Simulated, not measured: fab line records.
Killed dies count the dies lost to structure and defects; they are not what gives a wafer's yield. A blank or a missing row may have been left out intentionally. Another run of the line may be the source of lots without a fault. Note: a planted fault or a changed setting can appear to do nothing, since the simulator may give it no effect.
fab line records	flow nand-harc
[record] lots = 6	wafers = 18	last-day = 33
route steps=1302 shown A_M0@1142
lots with no fault: from the same line, run without faults
start-h: hours from the record's first day to the start of the lot's first wafer shown	wait-h: hours since the lot's step before	" as in the row above	L1.1+2: one row covering several wafers at once	- no value, or no start given	* or withheld: withheld	< > ~ a bound
route shown NAME@n: names a module that has steps shown in the file, with the first one's number in the route	usual: mean/standard deviation taken from wafers without a fault	same: alike in all rows	chamber/n: place in a boat	sites: per-site readings	_std_site: the standard deviation of these	_edge_site: outer sites' mean less inner sites'	radius-mm: for every site, how far away it sits from the centre of the wafer	mask NAME#n: copy n	behind: tool/chamber where the wafer was last shaped	hold: why the lot went on hold/how many hours it stayed there/how the hold came to an end	device: whichever transistor did not switch (one of n, p or np)	end of line: tests run on the same wafers once the route is complete	step lacking rows: just its recipe	killed: count of dies lost to structure and defects at first sort (not the wafer's yield)	map: a wafer's dies, marking killed ones x, the rest . and places with no die _
set.NAME: the run value of the setting; set.NAME@STEP: its run value at that earlier step	model.NAME: the simulator's own value behind a step, which no gauge read
lots at some steps of the route; a table a step, a row a wafer
services: from which hour (start-h, from the record's first day; less than 0 if before it) a tool's chamber was out of use, for how many hours, and why
[[steps]]
[step NHARC_A_M0_SOFTBAKE_04]
[recipe] temp-c = 105	time-s = 55
[step NHARC_A_M0_EBR_05]
[step NHARC_A_M0_EXPOSE_06]
[recipe] na = 1.35	target-cd-nm = 80	dose-mj = 83.25	mask-id = A_M0
[step NHARC_A_M0_PEB_07]
[recipe] peb-temp-c = 100	peb-time-s = 65
[step NHARC_A_M0_DEVELOP_08]
[recipe] develop-time-s = 35	dev-temp-c = 23
[step NHARC_A_M0_CD_MEAS_09]
[recipe] target-cd-nm = 80	landing-energy-ev = 500
[usual] cd-nm = 79.5/0.66
lot.wafer	tool	chamber	start-h	wait-h	cd-nm
L532.2	cd-sem-02	0	516.36	-	78.6
L532.3	"	0	"	"	78.0
L532.4	"	0	"	"	78.0
L533.3	cd-sem-01	0	532.13	-	78.7
L533.4	"	0	"	"	79.1
L533.5	"	0	"	"	80.0
L544.1	cd-sem-01	0	641.34	-	81.1
L544.2	"	0	"	"	79.4
L544.6	"	0	"	"	79.0
L546.1	cd-sem-01	0	657.28	-	79.9
L546.4	"	0	"	"	78.7
L546.6	"	0	"	"	79.9
L552.2	cd-sem-03	0	719.07	-	79.2
L552.3	"	0	"	"	80.4
L552.6	"	0	"	"	79.8
L554.1	cd-sem-01	0	747.89	-	80.1
L554.3	"	0	"	"	80.4
L554.5	"	0	"	"	79.4
[step NHARC_A_M0_OVL_MEAS_10]
[recipe] pitch-nm = 160
[usual] overlay-x-nm = -0.1/0.79	overlay-y-nm = 0.0/0.72
lot.wafer	tool	chamber	start-h	wait-h	overlay-x-nm	overlay-y-nm
L532.2	overlay-02	-	516.45	-	-0.5	0.7
L532.3	"	-	"	"	-0.8	0.2
L532.4	"	-	"	"	-0.4	0.4
L533.3	overlay-01	-	532.21	-	-0.1	-0.6
L533.4	"	-	"	"	0.3	-0.9
L533.5	"	-	"	"	-0.6	-0.9
L544.1	overlay-02	-	641.43	-	0.3	-0.6
L544.2	"	-	"	"	0.2	-0.2
L544.6	"	-	"	"	0.4	-0.4
L546.1	overlay-02	-	657.37	-	-0.1	-0.1
L546.4	"	-	"	"	0.1	0.4
L546.6	"	-	"	"	-0.1	0.0
L552.2	overlay-01	-	719.15	-	-0.2	0.4
L552.3	"	-	"	"	0.2	0.8
L552.6	"	-	"	"	0.3	0.5
L554.1	overlay-02	-	747.98	-	0.0	0.5
L554.3	"	-	"	"	0.2	0.7
L554.5	"	-	"	"	0.4	0.7
[step NHARC_A_M0_INSPECT_11]
[usual] raw-defect-count = 83/38
lot.wafer	tool	chamber	start-h	wait-h	raw-defect-count
L532.2	defect-inspect-01	-	516.49	0.0	84
L532.3	"	-	"	"	108
L532.4	"	-	"	"	112
L533.3	defect-inspect-02	-	532.25	0.0	60
L533.4	"	-	"	"	80
L533.5	"	-	"	"	46
L544.1	defect-inspect-01	-	641.46	0.0	78
L544.2	"	-	"	"	55
L544.6	"	-	"	"	62
L546.1	defect-inspect-02	-	657.40	0.0	75
L546.4	"	-	"	"	92
L546.6	"	-	"	"	97
L552.2	defect-inspect-02	-	719.19	0.0	82
L552.3	"	-	"	"	87
L552.6	"	-	"	"	82
L554.1	defect-inspect-01	-	748.02	0.0	23
L554.3	"	-	"	"	28
L554.5	"	-	"	"	28
[step NHARC_A_M0_DESCUM_14]
[recipe] time-s = 3	o2-flow-sccm = 200	ar-flow-sccm = 0	bias-power-w = 0	chemistry = O2
[usual] drypump-motor-current-A = 5.5/0.54	mfc-ar-sccm = 0.004/0.0085	oes-product-au = 0.995/0.012	rf-vpp-V = 57.7/0.88	showerhead-plenum-p-Torr = 1.92/0.079	throttle-valve-pct = 11.311/0.0094
lot.wafer	tool	chamber	start-h	wait-h	drypump-motor-current-A	mfc-ar-sccm	oes-product-au	rf-hours-counter-h	rf-vpp-V	showerhead-plenum-p-Torr	throttle-valve-pct
L532.3	rie-diel-13	2	516.56	0.1	5.1	0	0.995	7.8	58.9	2.03	11.300
L532.4	"	3	"	"	5.8	0	0.994	8.4	58.1	1.94	11.315
L532.2	"	0	"	"	5.1	0.024	0.998	8.2	57.4	1.79	11.309
L533.4	rie-diel-13	0	532.31	0.1	5.1	0.024	0.995	0.0	57.9	1.79	11.317
L533.3	"	1	"	"	4.9	0	0.990	0.0	58.7	1.98	11.311
L533.5	"	0	"	"	5.1	0.024	0.982	-	56.8	1.79	11.307
L544.1	rie-diel-13	1	641.52	0.1	4.8	0	0.970	5.4	57.2	1.98	11.326
L544.2	"	0	"	"	5.1	0.024	1.004	5.4	57.1	1.78	11.314
L544.6	"	1	"	"	4.9	0	0.973	-	57.0	1.98	11.295
L546.1	rie-diel-13	3	657.46	0.1	5.8	0	0.975	6.2	57.2	1.94	11.289
L546.6	"	0	"	"	5.1	0.024	0.995	-	57.3	1.78	11.329
L546.4	"	1	"	"	4.9	0	0.974	-	57.5	1.98	11.325
L552.3	rie-diel-02	2	719.25	0.1	6.6	0.012	0.995	7.6	58.8	1.89	11.312
L552.2	"	3	"	"	6.0	0	1.001	6.8	57.1	2.00	11.303
L552.6	"	1	"	"	6.7	0	1.009	-	57.2	1.77	11.322
L554.1	rie-diel-04	2	748.09	0.1	5.8	0	1.016	2.2	58.4	1.98	11.328
L554.3	"	0	"	"	6.2	0	0.989	1.2	58.3	1.95	11.303
L554.5	"	2	"	"	5.8	0	1.008	-	58.6	1.98	11.297
[step NHARC_A_M0_ETCH_34]
[recipe] target-depth-a = 400	overetch-a = 120	time-s = 43.94	ion-energy-ev = 200	n2-flow-sccm = 150	h2-flow-sccm = 150	ar-flow-sccm = 0	rf-w = 400	bias-w = 150	chemistry = N2/H2
[usual] drypump-motor-current-A = 5.5/0.52	mfc-ar-sccm = 0.004/0.0083	oes-product-au = 0.993/0.013	rf-vpp-V = 430.8/2.5	showerhead-plenum-p-Torr = 2.05/0.086	throttle-valve-pct = 14.172/0.0091
lot.wafer	tool	chamber	start-h	wait-h	drypump-motor-current-A	mfc-ar-sccm	oes-product-au	rf-hours-counter-h	rf-vpp-V	showerhead-plenum-p-Torr	throttle-valve-pct
L532.3	rie-diel-13	3	516.63	0.1	5.8	0	0.998	8.4	432.0	2.07	14.171
L532.4	"	0	"	"	5.1	0.024	0.999	8.2	425.7	1.90	14.173
L532.2	"	1	"	"	4.9	0	0.977	5.8	432.1	2.11	14.170
L533.4	rie-diel-13	1	532.40	0.1	4.9	0	0.993	0.0	433.5	2.11	14.195
L533.3	"	2	"	"	5.1	0	0.984	0.1	433.9	2.17	14.180
L533.5	"	0	"	"	5.1	0.024	0.988	-	428.3	1.90	14.164
L544.2	rie-diel-13	3	641.63	0.1	5.8	0	0.985	5.2	432.3	2.07	14.168
L544.1	"	0	"	"	5.1	0.024	0.997	5.4	426.8	1.90	14.164
L544.6	"	0	"	"	5.1	0.024	0.986	-	425.9	1.90	14.164
L546.1	rie-diel-13	3	657.58	0.1	5.8	0	0.978	6.2	429.5	2.07	14.167
L546.6	"	1	"	"	4.8	0	0.976	-	431.1	2.11	14.160
L546.4	"	3	"	"	5.8	0	0.973	-	431.0	2.07	14.175
L552.3	rie-diel-02	1	719.36	0.1	6.6	0	1.001	7.9	427.5	1.88	14.173
L552.2	"	2	"	"	6.6	0.012	0.996	7.6	429.6	2.01	14.156
L552.6	"	3	"	"	5.9	0	0.985	-	433.6	2.14	14.185
L554.1	rie-diel-04	1	748.17	0.1	5.7	0	1.017	1.3	429.0	1.98	14.174
L554.3	"	3	"	"	5.0	0	0.971	2.1	429.3	2.00	14.172
L554.5	"	1	"	"	5.7	0	1.004	-	429.3	1.98	14.173
[step NHARC_A_M0_ETCH_15]
[recipe] target-depth-a = 1500	overetch-a = 150	time-s = 82.5	c4f8-flow-sccm = withheld	ar-flow-sccm = 400	rf-w = 600	bias-w = 300	chemistry = C4F8/Ar
[usual] oes-product-au = 0.952/0.025	rf-vpp-V = 441.3/2.6
lot.wafer	tool	chamber	start-h	wait-h	oes-product-au	rf-hours-counter-h	rf-vpp-V
L532.4	rie-diel-13	1	-	-	0.905	5.8	443.5
L532.2	"	3	"	"	0.928	8.4	441.7
L532.3	"	0	"	"	0.930	8.3	436.4
L533.4	rie-diel-13	2	-	-	0.961	0.1	443.8
L533.3	"	0	"	"	0.954	0.1	435.2
L533.5	"	2	"	"	0.961	-	443.0
L544.2	rie-diel-13	1	-	-	0.944	5.5	444.2
L544.1	"	0	"	"	0.953	5.5	437.5
L544.6	"	1	"	"	0.950	-	443.2
L546.1	rie-diel-13	1	-	-	0.901	6.5	442.3
L546.4	"	3	"	"	0.913	-	441.4
L546.6	"	0	"	"	0.915	-	435.9
L552.2	rie-diel-02	1	-	-	0.918	7.9	437.0
L552.3	"	3	"	"	0.917	6.8	443.1
L552.6	"	1	"	"	0.924	-	435.8
L554.3	rie-diel-04	3	-	-	0.934	2.1	440.1
L554.1	"	0	"	"	0.950	1.3	441.2
L554.5	"	3	"	"	0.935	-	439.1
[step NHARC_A_M0_CD_MEAS_16]
[usual] cd-nm = 79.5/0.97
lot.wafer	tool	chamber	start-h	wait-h	cd-nm
L532.2	cd-sem-01	-	516.85	-	77.8
L532.3	"	-	"	"	77.7
L532.4	"	-	"	"	78.2
L533.3	cd-sem-01	-	532.61	-	78.9
L533.4	"	-	"	"	79.6
L533.5	"	-	"	"	79.3
L544.1	cd-sem-01	-	641.87	-	82.3
L544.2	"	-	"	"	79.2
L544.6	"	-	"	"	80.5
L546.1	cd-sem-03	-	657.80	-	79.1
L546.4	"	-	"	"	78.8
L546.6	"	-	"	"	79.5
L552.2	cd-sem-02	-	719.60	-	78.1
L552.3	"	-	"	"	80.1
L552.6	"	-	"	"	79.1
L554.1	cd-sem-02	-	748.37	-	79.3
L554.3	"	-	"	"	79.2
L554.5	"	-	"	"	79.1
[step NHARC_A_M0_STRIP_18]
[recipe] power-w = 1000	n2-flow-sccm = 150	h2-flow-sccm = 150	ar-flow-sccm = 0	bias-w = 0	chemistry = N2/H2
[usual] bias-w = 0/0	chamber-pressure-mTorr = 29.994/0.03	drypump-motor-current-A = 5.8/0.63	mfc-ar-sccm = 0.005/0.0076	oes-product-au = 0.998/0.014	rf-vpp-V = 90.7/0.97	showerhead-plenum-p-Torr = 2.04/0.097	throttle-valve-pct = 14.170/0.0081
lot.wafer	tool	chamber	start-h	wait-h	bias-w	chamber-pressure-mTorr	drypump-motor-current-A	mfc-ar-sccm	oes-product-au	rf-hours-counter-h	rf-vpp-V	showerhead-plenum-p-Torr	throttle-valve-pct
L532.2	rie-diel-13	3	516.92	0.1	0	30.013	5.8	0	1.011	8.4	91.7	2.07	14.168
L532.3	"	0	"	"	0	29.985	5.1	0.024	1.007	8.3	89.9	1.90	14.170
L532.4	"	2	"	"	0	29.986	5.1	0	0.991	7.9	92.2	2.17	14.170
L533.3	rie-diel-02	0	532.73	0.1	0	30.029	5.3	0.008	1.002	5.8	91.1	2.14	14.167
L533.4	"	1	"	"	0	30.004	6.7	0	1.029	6.1	89.0	1.89	14.155
L533.5	"	3	"	"	0	30.006	5.9	0	1.003	-	91.6	2.14	14.167
L544.1	rie-diel-02	3	641.97	0.1	-	-	-	-	-	-	-	-	-
L544.2	"	1	"	"	-	-	-	-	-	-	-	-	-
L544.6	"	3	"	"	-	-	-	-	-	-	-	-	-
L546.4	rie-diel-02	1	657.88	0.1	-	-	-	-	-	-	-	-	-
L546.1	"	3	"	"	-	-	-	-	-	-	-	-	-
L546.6	"	1	"	"	-	-	-	-	-	-	-	-	-
L552.2	rie-diel-13	3	719.67	0.1	0	30.028	5.8	0	0.987	0.7	90.2	2.07	14.164
L552.3	"	2	"	"	0	30.007	5.1	0	0.982	0.8	92.3	2.17	14.166
L552.6	"	3	"	"	0	29.956	5.8	0	0.988	-	90.3	2.07	14.180
L554.3	rie-diel-04	1	748.50	0.1	0	29.995	5.8	0	1.004	1.4	90.5	1.98	14.164
L554.1	"	2	"	"	0	29.983	5.8	0	1.001	2.2	90.1	2.11	14.160
L554.5	"	0	"	"	0	29.990	6.2	0	0.993	-	90.5	2.08	14.159
[step NHARC_A_M0_STRIP_19]
[recipe] time-s = 600	temp-c = 30	chemistry = post-etch-residue-remover
[[services]]
tool	chamber	start-h	hours	kind
rie-diel-13	0	498.00	-	clean
rie-diel-13	1	498.00	-	clean
rie-diel-13	2	498.00	-	clean
rie-diel-13	3	498.00	-	clean
rie-diel-13	-	519.00	9.0	pm
rie-diel-13	0	519.00	9.0	vent-cycle
rie-diel-13	1	519.00	9.0	vent-cycle
rie-diel-13	2	519.00	9.0	vent-cycle
rie-diel-13	3	519.00	9.0	vent-cycle
rie-diel-13	0	528.00	-	clean
rie-diel-13	1	528.00	-	clean
rie-diel-04	-	531.90	9.0	pm
rie-diel-13	2	556.86	5.6	repair
rie-diel-02	-	570.70	9.0	pm
rie-diel-04	3	571.89	9.2	repair
rie-diel-02	-	622.20	0.4	repair
rie-diel-04	2	626.79	2.9	repair
rie-diel-13	2	640.68	29.4	repair
rie-diel-04	2	653.33	14.9	repair
rie-diel-13	-	696.00	9.0	pm
rie-diel-04	-	708.90	9.0	pm
rie-diel-13	0	712.19	4.0	repair
rie-diel-02	0	713.25	7.4	repair
rie-diel-02	-	747.70	9.0	pm
[[key]]
[first-sign] step = NHARC_A_M0_STRIP_18	reading = tool-record	direction = missing
effect none on later readings
met-at NHARC_A_M0_STRIP_18
struck-wafers L544.1,L544.2,L544.6,L546.1,L546.4,L546.6
later-rows-left-out L544.1,L544.2,L544.6,L546.1,L546.4,L546.6
sort-left-out L544.1,L544.2,L544.6,L546.1,L546.4,L546.6
onset-between 532.73 641.97
[fault] kind = skipped-step-whole	tool = rie-diel-02	chamber = -	onset-h = 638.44	steps = NHARC_A_M0_STRIP_18	scope = struck-lots-only
// sort-left-out: the simulated sort isn't trusted on such a fault, so these wafers' sort isn't shown, and their yield isn't known
// later-rows-left-out: the simulator's readings of these wafers behind a module that went badly wrong aren't trusted and aren't shown, but for the sort
